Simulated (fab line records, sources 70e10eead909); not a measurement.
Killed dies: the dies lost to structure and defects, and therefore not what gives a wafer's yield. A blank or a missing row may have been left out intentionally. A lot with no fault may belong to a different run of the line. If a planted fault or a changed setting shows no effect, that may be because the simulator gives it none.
A struck lot beside a sound one ; flow nand harc ; 40 steps out of a route of 1159
Sound: these wafers, L301.1, L301.2, L301.4. Struck: wafers L303.4, L303.5. (L303.6 of the same lot was not struck and is left out.) The cause comes at the end.
Order at every step that has rows: each side's tool, ch and its chambers, its first start. Under that, the readings that differ: sound wafers ; struck wafers ; difference of the means ; sigmas: that difference in standard deviations of wafers without a fault.
alike: words and numbers the same on both sides, and readings whose means are apart by under 2 such deviations; not compared: readings that were withheld, readings missing a value for some wafer, numbers with overlapping values and no deviation given by the record, and bounds like >300 which may hide the same value.
The two part at a step that has a row with sigmas, a row that says differs or no value, or rows on one side only. When numbers do not overlap yet have no deviation, they are printed without sigmas and do not part them. A reading missing from all wafers of one side parts the sides only when that side holds two or more wafers.

NHARC_P_CONTACT_CD_MEAS_19:
  sound: cd sem-01 at day 6 12:32; struck: cd sem-02 at day 7 06:05
  alike: cd nm
then, 9 steps without rows for these wafers: NHARC_P_CONTACT_STRIP_28 (strips in O2); NHARC_P_CONTACT_STRIP_29 (strips in post etch residue remover, time 1200 s); NHARC_P_CONTACT_DEGAS_38 (time 60 s); NHARC_P_CONTACT_PRE_CLEAN_39 (time 19.5 s); NHARC_P_CONTACT_PVD_32 (deposits Ti, target thk 5 nm, time 17.7 s); NHARC_P_CONTACT_ALD_22 (deposits TiN, target thk 3 nm, pulse time 1 s, ald cycles 150); NHARC_P_CONTACT_CVD_23 (deposits W, target thk 200 nm, time 557 s); NHARC_P_CONTACT_CMP_24 (polishes, t overpolish 30 s, target thk 200 nm); NHARC_P_CONTACT_SRD_26.
NHARC_P_CONTACT_INSPECT_27:
  sound: defect inspect-02 at day 6 18:38; struck: defect inspect-01 at day 7 08:50
  alike: raw defect count
NHARC_P_M0_DEP_00: deposits SiOC, target thk 150 nm.
  sound on pecvd-01 ch 0,1, day 6 18:43; struck on pecvd-02 ch 1,2, day 7 09:02
  alike: showerhead vpp V
then, 9 steps without rows for these wafers: NHARC_P_M0_DEHYDRATE_01 (time 120 s); NHARC_P_M0_HMDS_02 (time 30 s); NHARC_P_M0_COAT_33 (time 65 s); NHARC_P_M0_COAT_03 (resist thk 90 nm); NHARC_P_M0_SOFTBAKE_04 (time 55 s); NHARC_P_M0_EBR_05; NHARC_P_M0_EXPOSE_06 (exposes mask P M0, target cd 90 nm); NHARC_P_M0_PEB_07 (peb time 65 s); NHARC_P_M0_DEVELOP_08 (develop time 35 s).
NHARC_P_M0_CD_MEAS_09: the cd target is 90 nm.
  sound on cd sem-01 ch 0, day 6 19:34; struck on cd sem-03 ch 0, day 7 09:45
  alike: cd nm
NHARC_P_M0_OVL_MEAS_10: pitch 180 nm.
  sound: overlay-01 at day 6 19:39; struck: overlay-01 at day 7 09:50
  alike: overlay x nm, overlay y nm
NHARC_P_M0_INSPECT_11:
  sound: defect inspect-02 at day 6 19:41; struck: defect inspect-01 at day 7 09:52
reading;sound;struck;difference;sigmas
raw defect count;14 8 3;2 3;-6;-2
then, 3 steps without rows for these wafers: NHARC_P_M0_DESCUM_14 (chemistry O2, time 3 s); NHARC_P_M0_ETCH_34 (etches the open film in N2/H2, target depth 40 nm, overetch 12 nm, time 43.94 s); NHARC_P_M0_ETCH_15 (etches the open film in C4F8/Ar, target depth 150 nm, overetch 15 nm, time 82.5 s).
NHARC_P_M0_CD_MEAS_16:
  sound: cd sem-02 at day 6 20:05; struck: cd sem-03 at day 7 10:14
  alike: cd nm
then, 2 steps without rows for these wafers: NHARC_P_M0_STRIP_18 (strips in N2/H2); NHARC_P_M0_STRIP_19 (strips in post etch residue remover, time 600 s).
NHARC_P_M0_DEGAS_28: time 60 s.
  sound: pvd sputter-03 at day 6 20:43; struck: pvd sputter-01 at day 7 10:51
  alike: heater power w
NHARC_P_M0_PRE_CLEAN_29: time 30 s.
  sound on pvd sputter-03; struck on pvd sputter-01
  alike: heater power w
NHARC_P_M0_PVD_20: deposits TaN, target thk 5 nm, time 8.06 s.
  sound on pvd sputter-03; struck on pvd sputter-01
  alike: throttle valve pct
NHARC_P_M0_PVD_21: deposits Cu, target thk 30 nm, time 20.49 s.
  sound on pvd sputter-03; struck on pvd sputter-01
  alike: throttle valve pct
then, 2 steps without rows for these wafers: NHARC_P_M0_ECD_22 (material Cu, target thk 400 nm); NHARC_P_M0_ANNEAL_30 (time 90 s).
NHARC_P_M0_CMP_23: polishes, t overpolish 20 s, target thk 117.53 nm.
  sound on cmp-01 ch 0,2,3, day 6 21:49; struck on cmp-01 ch 1,2, day 7 11:57
  alike: motor current A, retaining ring pressure frac, time to endpoint s
following that, these wafers have no rows for 1 step: NHARC_P_M0_SRD_25.
NHARC_P_M0_INSPECT_27:
  sound: defect inspect-01 at day 6 22:17; struck: defect inspect-02 at day 7 12:24
  alike: raw defect count
-- jump in the record: it breaks off in module P_M0 and resumes in module END (first step shown: number 1159 of the route), and 15 days separate the struck wafers' starts before and after --
NHARC_END_SORT_01:
  here the record holds rows for the struck wafers (prober-02 ch 0, day 22 08:20) but none for the sound ones

WHERE THEY PART
At NHARC_P_M0_INSPECT_11 first; at NHARC_END_SORT_01 last (within this record only).

WHY: what had been put in by the simulator
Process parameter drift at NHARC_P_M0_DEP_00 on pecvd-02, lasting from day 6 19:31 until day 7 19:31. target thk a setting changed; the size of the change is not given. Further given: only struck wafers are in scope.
